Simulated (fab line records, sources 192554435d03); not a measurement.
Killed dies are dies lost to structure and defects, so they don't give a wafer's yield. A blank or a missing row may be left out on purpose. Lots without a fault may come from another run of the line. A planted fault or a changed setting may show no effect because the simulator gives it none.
Problem report in the 8D (eight disciplines) form, filled by code | flow n5_finfet | the parts of the form that need people (team, actions taken, sign-off) are left out

1. THE PROBLEM
killed_at_M0_to_M3 at N5_PASSIVATION_PROBE_49 reads a mean of 1108 on 1 wafer of 1 lot; wafers without a fault read 32 with a standard deviation of 11. That is +98 standard deviations from the usual mean.
First seen on wafer L649.2, day 18 14:18, on prober-02. The record holds 8 wafers of 3 lots with a number at this step. Rule for "out", or "out of limits": more than 4 standard deviations from the usual mean. The other wafers with a number count as sound.

2. WHAT IT IS AND WHAT IT IS NOT
question                    | is                                                                                                                     | is not
which readings at this step | killed_at_M0_to_M3, defect_limited_yield, killed_dies, killed_on_rim, sort_bin_5_function, sort_n_pass, sort_yield_pct | killed_at_M4_up, killed_at_contacts, killed_at_front_end, killed_at_other, killed_open, killed_short, sort_bin_4_leakage, sort_bin_6_memory, sort_bin_8_speed
which lots                  | L649                                                                                                                   | L633, L640
which wafers of those lots  | L649.2                                                                                                                 | L649.3, L649.6
read on which tools         | prober-02                                                                                                              | prober-01
when                        | from day 18 14:18                                                                                                      | up to then (5 sound wafers); but 2 sound wafers of L649 came after

3. SUSPECTS, AND WHAT RULES EACH OUT
Counting: a tool at a process step up to the reading stays a suspect if it ran every lot that is out. Sound lots after the first of them don't rule it out here, since some wafers of a struck lot are sound.
- rie_diel-03 at N5_BEOL_M0_SAQP_CUT_ETCH_46 (etches SOC in N2/H2, target depth 135 nm, overetch 27 nm, time 202.5 s): kept. It ran the lot that is out, L649 (day 11 10:47); its last sound lot up to then is L640 (day 9 08:40).
- pecvd-02 at N5_PASSIVATION_PECVD_55 (deposits SiO2 from SiH4/N2O, target thk 400 nm, time 22.5 s): kept. It ran the lot that is out, L649 (day 18 05:32).
- rie_diel-05 at N5_PASSIVATION_PASS_ETCH_74 (etches SiNx in CF4/O2, target depth 220 nm, time 110 s): kept. It ran the lot that is out, L649 (day 18 06:36); its last sound lot up to then is L640 (day 16 02:34).
- pecvd-02 at N5_PASSIVATION_PECVD_35 (deposits SiNx from SiH4/NH3/N2, target thk 700 nm, time 151.3 s): kept. It ran the lot that is out, L649 (day 18 10:17); its last sound lot up to then is L640 (day 16 06:03).
- prober-02 at N5_PASSIVATION_PROBE_49: kept. It ran the lot that is out, L649 (day 18 14:18); its last sound lot up to then is L640 (day 16 09:54). Its own readings are out on those wafers: defect_limited_yield, killed_at_M0_to_M3, killed_dies, killed_on_rim, sort_bin_5_function, sort_n_pass, sort_yield_pct.
- Within rie_diel-03 at N5_BEOL_M0_SAQP_CUT_ETCH_46: the wafers that are out ran in chamber 2; their sound lot-mates ran in chamber 3.
Left after counting: rie_diel-03 at N5_BEOL_M0_SAQP_CUT_ETCH_46, pecvd-02 at N5_PASSIVATION_PECVD_55, rie_diel-05 at N5_PASSIVATION_PASS_ETCH_74, pecvd-02 at N5_PASSIVATION_PECVD_35, prober-02 at N5_PASSIVATION_PROBE_49.

4. THE CAUSE (what the simulator had put in)
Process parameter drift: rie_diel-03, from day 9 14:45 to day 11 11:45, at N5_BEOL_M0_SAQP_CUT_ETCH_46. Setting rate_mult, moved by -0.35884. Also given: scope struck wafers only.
Counting left 5 suspects, and this tool is among them.

5. THE CHAIN OF EFFECTS, in route order
Each row: a reading whose mean over the struck wafers that have a number lies more than 3 standard deviations from the usual. Only readings for which the record gives a usual standard deviation are gone through. hours: the time from each lot's start at the first step in this table that gives one to its start at this step, as a median over the lots. sigmas: the change in usual standard deviations.
hours | step                    | reading              | usual  | on struck wafers | change | sigmas
0     | N5_PASSIVATION_PROBE_49 | defect_limited_yield | 91.5 % | 0.0              | -91.5  | -65
0     | N5_PASSIVATION_PROBE_49 | killed_at_M0_to_M3   | 32     | 1108             | +1076  | +98
0     | N5_PASSIVATION_PROBE_49 | killed_dies          | 100    | 1180             | +1080  | +64
0     | N5_PASSIVATION_PROBE_49 | killed_on_rim        | 13     | 152              | +139   | +36
0     | N5_PASSIVATION_PROBE_49 | sort_bin_5_function  | 5.0 %  | 96.3             | +91.3  | +96
0     | N5_PASSIVATION_PROBE_49 | sort_n_pass          | 1079   | 0                | -1079  | -63
0     | N5_PASSIVATION_PROBE_49 | sort_yield_pct       | 91.4 % | 0.0              | -91.4  | -61
The process steps in it:
- N5_PASSIVATION_PROBE_49

6. WHAT WOULD HAVE CAUGHT IT SOONER
In this record the first reading out of limits was taken at day 18 14:18, 216 hours after the fault began at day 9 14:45.
Of the tool readings at N5_BEOL_M0_SAQP_CUT_ETCH_46 for which the record gives a usual standard deviation, none was out on any struck wafer, so an alarm limit of 4 standard deviations on them would not have fired.
All the lots that are out (1) had begun N5_BEOL_M0_SAQP_CUT_ETCH_46 on rie_diel-03 by day 18 14:18. A hold on the tool at that time would have spared none of them.
